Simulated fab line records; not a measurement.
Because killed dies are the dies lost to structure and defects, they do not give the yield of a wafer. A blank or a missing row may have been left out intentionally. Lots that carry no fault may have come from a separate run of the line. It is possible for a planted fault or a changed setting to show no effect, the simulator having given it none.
fab line records ; flow n5_finfet
[record] lots = 24; wafers = 72; last_day = 18
route steps=1938 shown MOL_CONTACT_COAG@619 BEOL_M0_SAQP@633
lots untouched by any fault: they come from a run of this same line in which no faults occurred
start_h: hours from the record's opening day to when the first of the lot's shown wafers began ; wait_h: how many hours have passed since the lot's step before this one ; " repeats the value in the row above ; L1.1+2: a row that stands for several wafers ; - either no value or no given start ; * or withheld: withheld ; < > ~ a bound
route shown NAME@n: names a module that has steps shown in the file, with the first one's number in the route ; usual: mean/standard deviation of fault-free wafers ; same: alike in all rows ; chamber/n: place in a boat ; sites: per-site readings ; _std_site: standard deviation across them ; _edge_site: the outer-site mean with the inner-site mean subtracted ; radius_mm: for every site, how far away it sits from the centre of the wafer ; mask NAME#n: copy n ; behind: the last tool/chamber to shape the wafer ; hold: the reason the lot was held/the length of the hold in hours/how it ended ; device: which transistor (n, p or np) failed to switch ; end of line: the same wafers' tests at the end of the route ; a step given without rows: its recipe and nothing more ; killed: count of dies lost to structure and defects at first sort (not the wafer's yield) ; map: the dies of a wafer, with x for killed, . for not killed, _ for no die there
set.NAME: the run value of the setting; set.NAME@STEP: its run value at that earlier step ; model.NAME: the simulator's own value behind a step, which no gauge read
the route's steps for a sample of lots (tables are steps, rows are wafers)
services: from which hour (start_h, from the record's first day; less than 0 if before it) a tool's chamber was out of use, for how many hours, and why
[[steps]]
[step N5_MOL_CONTACT_COAG_STRIP_49]
[recipe] chemistry = N2/H2; time_s = 30; power_w = 1000; temp_c = 250; pressure_mtorr = withheld; n2_flow_sccm = 1750; h2_flow_sccm = 3250
[usual] drypump_motor_current_A = 6.3/0.34; h2_flow_sccm = 3250/9.6; heater_power_w = 343/26
[same] time_s = 30
lot.wafer;tool;chamber;start_h;wait_h;drypump_motor_current_A;h2_flow_sccm;heater_power_w;rf_hours_counter_h
L074.2;plasma_asher-02;1;107.37;-;5.9;3230;331;88
L074.3;plasma_asher-02;1;107.37;-;5.9;3261;330;-
L074.6;plasma_asher-02;0;107.37;-;6.5;3251;366;-
L075.3;plasma_asher-01;0;107.89;-;6.0;3252;374;-
L075.4;plasma_asher-01;1;107.89;-;6.8;3250;299;-
L075.6;plasma_asher-01;0;107.89;-;6.0;3238;366;-
L076.2;plasma_asher-02;1;114.11;-;5.9;3262;325;89
L076.4;plasma_asher-02;1;114.11;-;6.0;3272;323;-
L076.6;plasma_asher-02;1;114.11;-;5.9;3263;329;-
L077.2;plasma_asher-01;1;118.21;-;6.8;3283;295;48
L077.4;plasma_asher-01;0;118.21;-;6.0;3258;370;-
L077.6;plasma_asher-01;1;118.21;-;6.8;3272;301;-
L078.3;plasma_asher-01;1;125.76;-;6.8;3236;291;-
L078.4;plasma_asher-01;0;125.76;-;6.0;3251;366;-
L078.5;plasma_asher-01;1;125.76;-;6.8;3235;303;-
L079.1;plasma_asher-02;0;130.30;-;6.5;3253;355;92
L079.3;plasma_asher-02;1;130.30;-;5.9;3256;328;-
L079.5;plasma_asher-02;0;130.30;-;6.5;3261;365;-
L080.3;plasma_asher-01;1;138.64;-;6.8;3252;296;-
L080.4;plasma_asher-01;0;138.64;-;6.0;3251;379;-
L080.5;plasma_asher-01;1;138.64;-;6.8;3250;292;-
L081.2;plasma_asher-02;0;141.59;-;6.5;3261;371;93
L081.5;plasma_asher-02;1;141.59;-;5.9;3244;327;-
L081.6;plasma_asher-02;0;141.59;-;6.5;3262;375;-
L082.2;plasma_asher-01;0;148.90;-;6.0;3240;374;55
L082.3;plasma_asher-01;1;148.90;-;6.8;3243;297;-
L082.6;plasma_asher-01;1;148.90;-;6.8;3254;299;-
L083.1;plasma_asher-01;0;154.33;-;6.0;3258;369;56
L083.3;plasma_asher-01;0;154.33;-;6.0;3265;366;-
L083.6;plasma_asher-01;1;154.33;-;6.8;3252;300;-
L084.4;plasma_asher-02;1;161.23;-;6.0;3243;321;-
L084.5;plasma_asher-02;1;161.23;-;5.9;3250;324;-
L084.6;plasma_asher-02;0;161.23;-;6.5;3245;361;-
L085.4;plasma_asher-02;0;173.65;-;6.5;3255;359;-
L085.5;plasma_asher-02;0;173.65;-;6.5;3265;364;-
L085.6;plasma_asher-02;1;173.65;-;5.9;3247;324;-
L086.3;plasma_asher-02;1;175.92;-;5.9;3248;324;-
L086.4;plasma_asher-02;0;175.92;-;6.5;3242;370;-
L086.5;plasma_asher-02;0;175.92;-;6.5;3246;359;-
L087.3;plasma_asher-02;0;176.14;-;6.5;3248;367;-
L087.5;plasma_asher-02;1;176.14;-;5.9;3247;331;-
L087.6;plasma_asher-02;0;176.14;-;6.5;3252;370;-
L088.2;plasma_asher-02;0;186.73;-;6.5;3249;376;104
L088.3;plasma_asher-02;1;186.73;-;5.9;3249;324;-
L088.6;plasma_asher-02;0;186.73;-;6.5;3249;367;-
L089.1;plasma_asher-02;1;189.61;-;6.0;3253;326;105
L089.4;plasma_asher-02;0;189.61;-;6.5;3252;359;-
L089.6;plasma_asher-02;0;189.61;-;6.5;3253;369;-
L090.1;plasma_asher-01;1;199.40;-;6.8;3229;309;61
L090.3;plasma_asher-01;1;199.40;-;6.8;3244;300;-
L090.4;plasma_asher-01;0;199.40;-;6.0;3250;374;-
L091.2;plasma_asher-02;0;200.82;-;6.5;3243;374;108
L091.3;plasma_asher-02;1;200.82;-;5.9;3252;334;-
L091.6;plasma_asher-02;0;200.82;-;6.5;3252;377;-
L092.3;plasma_asher-02;1;209.56;-;5.9;3246;328;-
L092.5;plasma_asher-02;0;209.56;-;6.5;3250;373;-
L092.6;plasma_asher-02;1;209.56;-;5.9;3247;328;-
L093.1;plasma_asher-02;0;212.87;-;6.5;3227;362;110
L093.3;plasma_asher-02;0;212.87;-;6.5;3230;371;-
L093.5;plasma_asher-02;0;212.87;-;6.5;3233;362;-
L094.1;plasma_asher-02;1;219.11;-;5.9;3255;326;112
L094.2;plasma_asher-02;0;219.11;-;6.5;3252;369;112
L094.4;plasma_asher-02;0;219.11;-;6.5;3236;358;-
L095.2;plasma_asher-02;1;232.86;-;5.9;3250;327;114
L095.4;plasma_asher-02;0;232.86;-;6.5;3247;371;-
L095.6;plasma_asher-02;0;232.86;-;6.5;3259;369;-
L097.4;plasma_asher-02;1;236.14;-;5.9;3246;325;-
L097.5;plasma_asher-02;0;236.14;-;6.5;3246;375;-
L097.6;plasma_asher-02;1;236.14;-;5.9;3260;335;-
L096.2;plasma_asher-02;1;241.94;-;5.9;3234;327;115
L096.3;plasma_asher-02;1;241.94;-;5.9;3242;326;-
L096.5;plasma_asher-02;0;241.94;-;6.5;3248;359;-
[step N5_MOL_CONTACT_COAG_THK_MEAS_53]
[recipe] reads = SiO2_of_MOL_CONTACT_COAG_PECVD_31
[usual] VIA_MOL_THK = 43.8/0.62
lot.wafer;tool;chamber;start_h;wait_h;VIA_MOL_THK[nm]
L074.2;film_metro-02;-;108.26;-;43.2
L074.3;film_metro-02;-;108.26;-;44.3
L074.6;film_metro-02;-;108.26;-;44.8
L075.3;film_metro-01;-;108.81;-;43.3
L075.4;film_metro-01;-;108.81;-;44.1
L075.6;film_metro-01;-;108.81;-;44.2
L076.2;film_metro-02;-;115.04;-;43.4
L076.4;film_metro-02;-;115.04;-;44.9
L076.6;film_metro-02;-;115.04;-;44.4
L077.2;film_metro-02;-;119.10;-;43.4
L077.4;film_metro-02;-;119.10;-;43.9
L077.6;film_metro-02;-;119.10;-;44.1
L078.3;film_metro-02;-;126.74;-;43.1
L078.4;film_metro-02;-;126.74;-;43.8
L078.5;film_metro-02;-;126.74;-;43.7
L079.1;film_metro-01;-;131.42;-;43.7
L079.3;film_metro-01;-;131.42;-;43.2
L079.5;film_metro-01;-;131.42;-;44.3
L080.3;film_metro-01;-;139.51;-;42.6
L080.4;film_metro-01;-;139.51;-;43.5
L080.5;film_metro-01;-;139.51;-;42.9
L081.2;film_metro-01;-;142.48;-;43.4
L081.5;film_metro-01;-;142.48;-;43.2
L081.6;film_metro-01;-;142.48;-;44.0
L082.2;film_metro-01;-;149.79;-;43.7
L082.3;film_metro-01;-;149.79;-;43.8
L082.6;film_metro-01;-;149.79;-;44.3
L083.1;film_metro-01;-;155.23;-;43.5
L083.3;film_metro-01;-;155.23;-;43.5
L083.6;film_metro-01;-;155.23;-;44.0
L084.4;film_metro-02;-;162.10;-;44.5
L084.5;film_metro-02;-;162.10;-;44.8
L084.6;film_metro-02;-;162.10;-;44.0
L085.4;film_metro-01;-;174.53;-;43.7
L085.5;film_metro-01;-;174.53;-;44.7
L085.6;film_metro-01;-;174.53;-;44.0
L086.3;film_metro-02;-;176.79;-;43.2
L086.4;film_metro-02;-;176.79;-;43.5
L086.5;film_metro-02;-;176.79;-;44.0
L087.3;film_metro-02;-;177.01;-;43.0
L087.5;film_metro-02;-;177.01;-;43.2
L087.6;film_metro-02;-;177.01;-;43.1
L088.2;film_metro-02;-;187.63;-;42.9
L088.3;film_metro-02;-;187.63;-;43.9
L088.6;film_metro-02;-;187.63;-;44.3
L089.1;film_metro-01;-;190.51;-;43.5
L089.4;film_metro-01;-;190.51;-;43.8
L089.6;film_metro-01;-;190.51;-;45.0
L090.1;film_metro-02;-;200.29;-;44.1
L090.3;film_metro-02;-;200.29;-;43.9
L090.4;film_metro-02;-;200.29;-;45.4
L091.2;film_metro-01;-;201.71;-;43.0
L091.3;film_metro-01;-;201.71;-;43.1
L091.6;film_metro-01;-;201.71;-;44.1
L092.3;film_metro-01;-;210.43;-;43.1
L092.5;film_metro-01;-;210.43;-;43.9
L092.6;film_metro-01;-;210.43;-;44.0
L093.1;film_metro-01;-;213.76;-;43.6
L093.3;film_metro-01;-;213.76;-;43.2
L093.5;film_metro-01;-;213.76;-;44.0
L094.1;film_metro-02;-;220.87;-;42.5
L094.2;film_metro-02;-;220.87;-;43.0
L094.4;film_metro-02;-;220.87;-;43.9
L095.2;film_metro-01;-;233.75;-;43.9
L095.4;film_metro-01;-;233.75;-;44.3
L095.6;film_metro-01;-;233.75;-;43.6
L097.4;film_metro-01;-;237.02;-;43.9
L097.5;film_metro-01;-;237.02;-;44.3
L097.6;film_metro-01;-;237.02;-;44.3
L096.2;film_metro-02;-;242.84;-;44.6
L096.3;film_metro-02;-;242.84;-;43.7
L096.5;film_metro-02;-;242.84;-;44.7
[step N5_BEOL_M0_SAQP_ILD_DEP_01]
[recipe] material = SiOC; target_thk_a = 454.19; temp_c = 350; precursor = DEMS/O2; pressure_torr = 5; rf_w = 500; time_s = 8.7
[usual] heater_power_w = 469/60; showerhead_plenum_p_Torr = 5.691/0.016; throttle_valve_pct = 11.7/0.72
[same] time_s = 8.7
lot.wafer;tool;chamber;start_h;wait_h;heater_power_w;showerhead_plenum_p_Torr;throttle_valve_pct
L074.2;pecvd-04;1;111.67;0.0;393;5.709;11.4
L074.3;pecvd-04;0;111.67;0.0;510;5.680;11.3
L074.6;pecvd-04;2;111.67;0.0;519;5.670;11.9
L075.3;pecvd-04;1;114.67;0.0;427;5.698;11.4
L075.4;pecvd-04;1;114.67;0.0;419;5.711;11.7
L075.6;pecvd-04;0;114.67;0.0;578;5.681;11.6
L076.2;pecvd-03;1;118.45;0.0;488;5.705;13.1
L076.4;pecvd-03;0;118.45;0.0;417;5.697;11.9
L076.6;pecvd-03;2;118.45;0.0;545;5.707;10.4
L077.2;pecvd-03;2;122.52;0.0;449;5.695;10.6
L077.4;pecvd-03;2;122.52;0.0;450;5.702;10.6
L077.6;pecvd-03;0;122.52;0.0;436;5.686;12.1
L078.3;pecvd-03;2;130.16;0.0;442;5.707;10.9
L078.4;pecvd-03;2;130.16;0.0;448;5.695;10.8
L078.5;pecvd-03;0;130.16;0.0;438;5.690;12.3
L079.1;pecvd-04;1;134.83;0.0;371;5.711;11.2
L079.3;pecvd-04;2;134.83;0.0;517;5.680;11.8
L079.5;pecvd-04;2;134.83;0.0;518;5.667;11.8
L080.3;pecvd-04;2;142.92;0.0;496;5.674;11.9
L080.4;pecvd-04;1;142.92;0.0;410;5.694;11.9
L080.5;pecvd-04;0;142.92;0.0;482;5.673;11.6
L081.2;pecvd-04;2;145.92;0.0;440;5.655;11.9
L081.5;pecvd-04;0;145.92;0.0;581;5.696;11.1
L081.6;pecvd-04;2;145.92;0.0;442;5.673;12.0
L082.2;pecvd-04;1;153.21;0.0;415;5.713;11.4
L082.3;pecvd-04;2;153.21;0.0;456;5.663;12.0
L082.6;pecvd-04;2;153.21;0.0;447;5.651;11.8
L083.1;pecvd-04;2;158.64;0.0;500;5.674;11.8
L083.3;pecvd-04;1;158.64;0.0;370;5.706;11.6
L083.6;pecvd-04;2;158.64;0.0;501;5.666;11.9
L084.4;pecvd-04;2;165.53;0.0;447;5.683;11.9
L084.5;pecvd-04;0;165.53;0.0;493;5.679;11.4
L084.6;pecvd-04;1;165.53;0.0;382;5.701;11.6
L085.4;pecvd-03;2;177.96;0.0;527;5.701;10.5
L085.5;pecvd-03;2;177.96;0.0;535;5.725;10.8
L085.6;pecvd-03;0;177.96;0.0;400;5.701;12.3
L086.3;pecvd-04;0;180.93;0.0;575;5.703;11.4
L086.4;pecvd-04;2;180.93;0.0;490;5.666;11.9
L086.5;pecvd-04;0;180.93;0.0;587;5.693;11.3
L087.3;pecvd-03;0;180.96;0.0;380;5.696;12.0
L087.5;pecvd-03;0;180.96;0.0;382;5.674;12.1
L087.6;pecvd-03;2;180.96;0.0;537;5.720;11.2
L088.2;pecvd-04;1;191.04;0.0;409;5.703;11.6
L088.3;pecvd-04;2;191.04;0.0;532;5.674;11.9
L088.6;pecvd-04;1;191.04;0.0;413;5.701;11.5
L089.1;pecvd-03;1;194.04;0.0;414;5.703;12.8
L089.4;pecvd-03;2;194.04;0.0;531;5.712;10.7
L089.6;pecvd-03;1;194.04;0.0;420;5.710;13.1
L090.1;pecvd-04;1;203.72;0.0;423;5.714;11.3
L090.3;pecvd-04;0;203.72;0.0;535;5.699;11.4
L090.4;pecvd-04;1;203.72;0.0;429;5.697;11.6
L091.2;pecvd-01;2;206.70;0.0;449;5.684;11.9
L091.3;pecvd-01;0;206.70;0.0;445;5.671;13.6
L091.6;pecvd-01;0;206.70;0.0;462;5.671;13.5
L092.3;pecvd-03;2;213.84;0.0;500;5.691;10.8
L092.5;pecvd-03;1;213.84;0.0;507;5.710;12.8
L092.6;pecvd-03;2;213.84;0.0;498;5.696;10.7
L093.1;pecvd-03;2;217.17;0.0;536;5.698;10.6
L093.3;pecvd-03;0;217.17;0.0;445;5.688;12.1
L093.5;pecvd-03;0;217.17;0.0;457;5.684;12.2
L094.1;pecvd-03;1;224.30;0.0;448;5.699;13.1
L094.2;pecvd-03;2;224.30;0.0;535;5.705;10.5
L094.4;pecvd-03;1;224.30;0.0;446;5.691;12.7
L095.2;pecvd-04;1;237.17;0.0;422;5.698;11.6
L095.4;pecvd-04;0;237.17;0.0;518;5.695;11.2
L095.6;pecvd-04;2;237.17;0.0;512;5.668;10.5
L097.4;pecvd-04;0;240.44;0.0;517;5.703;11.3
L097.5;pecvd-04;1;240.44;0.0;425;5.703;11.8
L097.6;pecvd-04;2;240.44;0.0;483;5.666;10.8
L096.2;pecvd-01;2;246.27;0.0;549;5.687;11.7
L096.3;pecvd-01;0;246.27;0.0;415;5.669;13.5
L096.5;pecvd-01;2;246.27;0.0;548;5.692;11.9
[step N5_BEOL_M0_SAQP_OVL_MEAS_15]
[recipe] points_per_wafer = 44
[usual] M0_CORE_OVL = 0.1/0.88
lot.wafer;tool;chamber;start_h;wait_h;M0_CORE_OVL[nm]
L074.2;overlay-02;0;112.77;0.0;0.5
L074.3;overlay-02;0;112.77;0.0;0.1
L074.6;overlay-02;0;112.77;0.0;0.1
L075.3;overlay-01;0;115.64;0.0;0.5
L075.4;overlay-01;0;115.64;0.0;-1.3
L075.6;overlay-01;0;115.64;0.0;0.3
L076.2;overlay-02;0;120.67;0.0;-0.9
L076.4;overlay-02;0;120.67;0.0;-0.5
L076.6;overlay-02;0;120.67;0.0;-1.1
L077.2;overlay-01;0;124.94;0.0;0.8
L077.4;overlay-01;0;124.94;0.0;1.7
L077.6;overlay-01;0;124.94;0.0;0.9
L078.3;overlay-01;0;132.61;0.0;1.5
L078.4;overlay-01;0;132.61;0.0;0.8
L078.5;overlay-01;0;132.61;0.0;0.2
L079.1;overlay-01;0;138.62;0.0;0.2
L079.3;overlay-01;0;138.62;0.0;0.7
L079.5;overlay-01;0;138.62;0.0;0.4
L080.3;overlay-02;0;144.48;0.0;-1.2
L080.4;overlay-02;0;144.48;0.0;-0.4
L080.5;overlay-02;0;144.48;0.0;-1.8
L081.2;overlay-02;0;148.59;0.0;-0.1
L081.5;overlay-02;0;148.59;0.0;0.5
L081.6;overlay-02;0;148.59;0.0;-0.6
L082.2;overlay-01;0;155.26;0.0;0.9
L082.3;overlay-01;0;155.26;0.0;0.4
L082.6;overlay-01;0;155.26;0.0;0.8
L083.1;overlay-02;0;159.48;0.0;-1.9
L083.3;overlay-02;0;159.48;0.0;-1.3
L083.6;overlay-02;0;159.48;0.0;-0.2
L084.4;overlay-02;0;167.55;0.0;0.7
L084.5;overlay-02;0;167.55;0.0;0.3
L084.6;overlay-02;0;167.55;0.0;-0.8
L085.4;overlay-02;0;179.91;0.0;-0.5
L085.5;overlay-02;0;179.91;0.0;1.5
L085.6;overlay-02;0;179.91;0.0;0.1
L086.3;overlay-02;0;181.97;0.0;0.9
L086.4;overlay-02;0;181.97;0.0;0.9
L086.5;overlay-02;0;181.97;0.0;0.6
L087.3;overlay-01;0;182.13;0.0;1.6
L087.5;overlay-01;0;182.13;0.0;0.3
L087.6;overlay-01;0;182.13;0.0;0.3
L088.2;overlay-02;0;193.08;0.0;-1.3
L088.3;overlay-02;0;193.08;0.0;-0.5
L088.6;overlay-02;0;193.08;0.0;-0.8
L089.1;overlay-02;0;195.42;0.0;-0.1
L089.4;overlay-02;0;195.42;0.0;-1.2
L089.6;overlay-02;0;195.42;0.0;-1.3
L090.1;overlay-01;0;207.11;0.0;-0.3
L090.3;overlay-01;0;207.11;0.0;-0.9
L090.4;overlay-01;0;207.11;0.0;1.0
L091.2;overlay-02;0;208.39;0.0;-0.8
L091.3;overlay-02;0;208.39;0.0;0.1
L091.6;overlay-02;0;208.39;0.0;-0.2
L092.3;overlay-02;0;215.60;0.0;-1.7
L092.5;overlay-02;0;215.60;0.0;0.0
L092.6;overlay-02;0;215.60;0.0;-0.9
L093.1;overlay-02;0;218.37;0.0;1.7
L093.3;overlay-02;0;218.37;0.0;1.5
L093.5;overlay-02;0;218.37;0.0;2.2
L094.1;overlay-02;0;227.39;0.0;0.0
L094.2;overlay-02;0;227.39;0.0;1.2
L094.4;overlay-02;0;227.39;0.0;0.9
L095.2;overlay-01;0;238.62;0.0;0.1
L095.4;overlay-01;0;238.62;0.0;-0.5
L095.6;overlay-01;0;238.62;0.0;0.3
L097.4;overlay-01;0;242.25;0.0;0.3
L097.5;overlay-01;0;242.25;0.0;0.7
L097.6;overlay-01;0;242.25;0.0;0.3
L096.2;overlay-01;0;248.46;0.0;-1.4
L096.3;overlay-01;0;248.46;0.0;-1.8
L096.5;overlay-01;0;248.46;0.0;-0.7
[step N5_BEOL_M0_SAQP_CD_MEAS_25]
[recipe] target_cd_nm = 13.1; landing_energy_ev = 1000; detector = se_inlens
[usual] cd_nm = 12.81/0.22
lot.wafer;tool;chamber;start_h;wait_h;cd_nm
L074.2;cd_sem-01;0;114.79;0.1;12.38
L074.3;cd_sem-01;0;114.79;0.1;12.87
L074.6;cd_sem-01;0;114.79;0.1;12.96
L075.3;cd_sem-02;0;117.61;0.1;12.76
L075.4;cd_sem-02;0;117.61;0.1;12.72
L075.6;cd_sem-02;0;117.61;0.1;12.88
L076.2;cd_sem-03;0;122.68;0.1;12.65
L076.4;cd_sem-03;0;122.68;0.1;12.77
L076.6;cd_sem-03;0;122.68;0.1;12.73
L077.2;cd_sem-01;0;127.68;0.1;12.81
L077.4;cd_sem-01;0;127.68;0.1;12.88
L077.6;cd_sem-01;0;127.68;0.1;12.57
L078.3;cd_sem-01;0;134.47;0.1;12.75
L078.4;cd_sem-01;0;134.47;0.1;12.53
L078.5;cd_sem-01;0;134.47;0.1;12.89
L079.1;cd_sem-03;0;140.39;0.1;12.71
L079.3;cd_sem-03;0;140.39;0.1;13.08
L079.5;cd_sem-03;0;140.39;0.1;12.43
L080.3;cd_sem-01;0;146.57;0.1;12.36
L080.4;cd_sem-01;0;146.57;0.1;12.81
L080.5;cd_sem-01;0;146.57;0.1;13.14
L081.2;cd_sem-01;0;150.46;0.1;12.99
L081.5;cd_sem-01;0;150.46;0.1;13.12
L081.6;cd_sem-01;0;150.46;0.1;12.54
L082.2;cd_sem-03;0;157.27;0.1;12.96
L082.3;cd_sem-03;0;157.27;0.1;12.64
L082.6;cd_sem-03;0;157.27;0.1;12.98
L083.1;cd_sem-03;0;161.23;0.1;12.73
L083.3;cd_sem-03;0;161.23;0.1;13.20
L083.6;cd_sem-03;0;161.23;0.1;12.57
L084.4;cd_sem-03;0;169.43;0.1;12.58
L084.5;cd_sem-03;0;169.43;0.1;12.96
L084.6;cd_sem-03;0;169.43;0.1;12.90
L085.4;cd_sem-02;0;182.69;0.1;12.61
L085.5;cd_sem-02;0;182.69;0.1;12.85
L085.6;cd_sem-02;0;182.69;0.1;13.29
L086.3;cd_sem-02;0;184.00;0.1;13.31
L086.4;cd_sem-02;0;184.00;0.1;12.62
L086.5;cd_sem-02;0;184.00;0.1;12.69
L087.3;cd_sem-02;0;184.73;0.1;12.87
L087.5;cd_sem-02;0;184.73;0.1;13.00
L087.6;cd_sem-02;0;184.73;0.1;12.91
L088.2;cd_sem-01;0;194.84;0.1;13.01
L088.3;cd_sem-01;0;194.84;0.1;12.54
L088.6;cd_sem-01;0;194.84;0.1;12.78
L089.1;cd_sem-01;0;197.04;0.1;12.69
L089.4;cd_sem-01;0;197.04;0.1;12.73
L089.6;cd_sem-01;0;197.04;0.1;12.96
L090.1;cd_sem-03;0;209.80;0.1;12.83
L090.3;cd_sem-03;0;209.80;0.1;12.66
L090.4;cd_sem-03;0;209.80;0.1;13.07
L091.2;cd_sem-03;0;210.12;0.1;12.66
L091.3;cd_sem-03;0;210.12;0.1;12.96
L091.6;cd_sem-03;0;210.12;0.1;12.69
L092.3;cd_sem-02;0;217.24;0.1;13.12
L092.5;cd_sem-02;0;217.24;0.1;12.62
L092.6;cd_sem-02;0;217.24;0.1;12.92
L093.1;cd_sem-03;0;220.02;0.1;12.84
L093.3;cd_sem-03;0;220.02;0.1;12.88
L093.5;cd_sem-03;0;220.02;0.1;12.96
L094.1;cd_sem-02;0;229.03;0.1;12.66
L094.2;cd_sem-02;0;229.03;0.1;12.57
L094.4;cd_sem-02;0;229.03;0.1;12.78
L095.2;cd_sem-02;0;240.33;0.1;12.49
L095.4;cd_sem-02;0;240.33;0.1;12.83
L095.6;cd_sem-02;0;240.33;0.1;12.81
L097.4;cd_sem-02;0;243.88;0.1;13.58
L097.5;cd_sem-02;0;243.88;0.1;12.99
L097.6;cd_sem-02;0;243.88;0.1;12.90
L096.2;cd_sem-01;0;250.08;0.1;12.49
L096.3;cd_sem-01;0;250.08;0.1;12.84
L096.5;cd_sem-01;0;250.08;0.1;12.98
[step N5_BEOL_M0_SAQP_MANDREL_ETCH_103]
[recipe] chemistry = HBr/Cl2; target = a-Si; target_depth_a = 450; bt_time_s = 10; stop_on = SiCN; mask_material = SiO2; over_etch_frac = 0.8; time_s = 27; pressure_mtorr = 10; icp_w = 800; bias_w = 75; HBr_flow_sccm = 150; Cl2_flow_sccm = 80; ends = end_point
[usual] drypump_motor_current_A = 5.6/0.37; oes_product_au = 0.684/0.014; throttle_valve_pct = 35.33/0.2
lot.wafer;tool;chamber;start_h;wait_h;drypump_motor_current_A;oes_product_au;rf_hours_counter_h;throttle_valve_pct
L074.2;rie_si-01;0;114.98;0.0;5.0;0.705;177;35.23
L074.3;rie_si-01;2;114.98;0.0;5.5;0.682;187;35.42
L074.6;rie_si-01;0;114.98;0.0;5.0;0.704;-;35.25
L075.3;rie_si-01;3;117.78;0.0;6.1;0.658;76;35.41
L075.4;rie_si-01;0;117.78;0.0;5.0;0.690;-;35.27
L075.6;rie_si-01;3;117.78;0.0;6.1;0.673;-;35.38
L076.2;rie_si-01;2;122.86;0.0;5.4;0.690;187;35.36
L076.4;rie_si-01;2;122.86;0.0;5.5;0.709;-;35.35
L076.6;rie_si-01;0;122.86;0.0;5.0;0.711;-;35.25
L077.2;rie_si-01;3;127.85;0.0;6.0;0.670;77;35.39
L077.4;rie_si-01;1;127.85;0.0;5.6;0.693;0;35.45
L077.6;rie_si-01;2;127.85;0.0;5.5;0.690;-;35.38
L078.3;rie_si-01;3;134.64;0.0;6.0;0.672;77;35.40
L078.4;rie_si-01;0;134.64;0.0;5.0;0.702;178;35.27
L078.5;rie_si-01;3;134.64;0.0;6.0;0.682;-;35.35
L079.1;rie_si-01;0;140.58;0.0;5.0;0.685;178;35.27
L079.3;rie_si-01;3;140.58;0.0;6.0;0.670;77;35.38
L079.5;rie_si-01;3;140.58;0.0;6.0;0.679;-;35.37
L080.3;rie_si-01;1;146.75;0.0;5.6;0.686;0;35.45
L080.4;rie_si-01;2;146.75;0.0;5.5;0.692;188;35.39
L080.5;rie_si-01;3;146.75;0.0;6.0;0.671;-;35.38
L081.2;rie_si-02;2;150.63;0.0;5.6;0.667;133;35.71
L081.5;rie_si-02;0;150.63;0.0;5.7;0.663;-;35.27
L081.6;rie_si-02;1;150.63;0.0;6.2;0.694;-;34.85
L082.2;rie_si-01;1;157.45;0.0;5.6;0.684;1;35.44
L082.3;rie_si-01;0;157.45;0.0;5.0;0.706;178;35.28
L082.6;rie_si-01;0;157.45;0.0;5.0;0.696;-;35.25
L083.1;rie_si-01;0;161.46;0.0;5.0;0.701;178;35.28
L083.3;rie_si-01;1;161.46;0.0;5.6;0.683;1;35.45
L083.6;rie_si-01;0;161.46;0.0;5.0;0.708;-;35.25
L084.4;rie_si-01;1;169.61;0.0;5.6;0.692;1;35.43
L084.5;rie_si-01;2;169.61;0.0;5.5;0.700;-;35.37
L084.6;rie_si-01;1;169.61;0.0;5.6;0.687;-;35.43
L085.4;rie_si-02;2;182.90;0.0;5.6;0.667;-;35.69
L085.5;rie_si-02;3;182.90;0.0;5.4;0.702;-;35.27
L085.6;rie_si-02;1;182.90;0.0;6.2;0.690;-;34.84
L086.3;rie_si-01;0;184.17;0.0;5.0;0.707;179;35.25
L086.4;rie_si-01;2;184.17;0.0;5.5;0.695;188;35.36
L086.5;rie_si-01;2;184.17;0.0;5.5;0.693;-;35.39
L087.3;rie_si-02;3;184.97;0.0;5.5;0.685;24;35.31
L087.5;rie_si-02;2;184.97;0.0;5.5;0.664;-;35.71
L087.6;rie_si-02;1;184.97;0.0;6.2;0.688;-;34.84
L088.2;rie_si-02;1;195.07;0.0;6.2;0.679;152;34.85
L088.3;rie_si-02;3;195.07;0.0;5.4;0.692;24;35.29
L088.6;rie_si-02;0;195.07;0.0;5.7;0.663;-;35.26
L089.1;rie_si-01;1;197.22;0.0;5.6;0.683;1;35.45
L089.4;rie_si-01;2;197.22;0.0;5.5;0.693;189;35.39
L089.6;rie_si-01;1;197.22;0.0;5.6;0.701;-;35.44
L090.1;rie_si-02;3;209.98;0.0;5.4;0.670;24;35.32
L090.3;rie_si-02;2;209.98;0.0;5.5;0.664;134;35.71
L090.4;rie_si-02;1;209.98;0.0;6.2;0.687;153;34.86
L091.2;rie_si-05;0;210.30;0.0;5.5;0.684;70;35.69
L091.3;rie_si-05;2;210.30;0.0;5.3;0.654;36;35.57
L091.6;rie_si-05;3;210.30;0.0;6.3;0.696;-;35.16
L092.3;rie_si-05;0;217.42;0.0;5.6;0.687;70;35.68
L092.5;rie_si-05;2;217.42;0.0;5.3;0.668;-;35.55
L092.6;rie_si-05;1;217.42;0.0;6.1;0.684;-;35.47
L093.1;rie_si-01;2;220.20;0.0;5.4;0.680;0;35.13
L093.3;rie_si-01;0;220.20;0.0;5.0;0.704;180;35.27
L093.5;rie_si-01;1;220.20;0.0;5.6;0.685;-;35.45
L094.1;rie_si-02;2;229.21;0.0;5.5;0.658;134;35.72
L094.2;rie_si-02;1;229.21;0.0;6.2;0.684;153;34.86
L094.4;rie_si-02;3;229.21;0.0;5.4;0.681;25;35.30
L095.2;rie_si-02;3;240.74;0.0;5.4;0.688;25;35.29
L095.4;rie_si-02;2;240.74;0.0;5.6;0.664;134;35.69
L095.6;rie_si-02;0;240.74;0.0;5.7;0.670;-;35.26
L097.4;rie_si-01;0;244.05;0.0;5.0;0.707;180;35.25
L097.5;rie_si-01;1;244.05;0.0;5.6;0.695;-;35.41
L097.6;rie_si-01;0;244.05;0.0;5.0;0.704;-;35.26
L096.2;rie_si-01;2;250.29;0.0;5.5;0.689;1;35.13
L096.3;rie_si-01;0;250.29;0.0;5.0;0.711;180;35.26
L096.5;rie_si-01;0;250.29;0.0;5.0;0.711;-;35.25
[[services]]
tool;chamber;start_h;hours;kind
pecvd-04;-;90.88;1.2;repair
pecvd-03;0;93.12;2.1;scheduled_down
plasma_asher-02;-;101.73;0.4;repair
plasma_asher-02;-;108.00;1.7;repair
rie_si-01;1;110.14;-;clean
rie_si-01;1;110.14;16.4;scheduled_down
rie_si-01;1;110.14;16.4;vent_cycle
rie_si-05;-;151.86;0.2;repair
plasma_asher-02;-;155.59;2.8;pm
plasma_asher-01;-;160.97;1.7;repair
plasma_asher-02;-;176.24;2.3;repair
plasma_asher-01;-;178.60;14.6;pm
rie_si-02;0;181.53;7.8;repair
pecvd-01;2;192.19;10.5;repair
rie_si-01;2;201.98;-;clean
rie_si-01;2;201.98;11.1;scheduled_down
rie_si-01;2;201.98;11.1;vent_cycle
pecvd-04;2;202.38;-;clean
pecvd-04;2;202.38;-;consumable_replace:showerhead
pecvd-04;2;202.38;29.0;scheduled_down
pecvd-04;2;202.38;29.0;vent_cycle
pecvd-03;-;210.90;0.7;repair
rie_si-02;-;223.62;2.8;pm
pecvd-01;1;237.48;10.0;repair
[[key]]
fault none
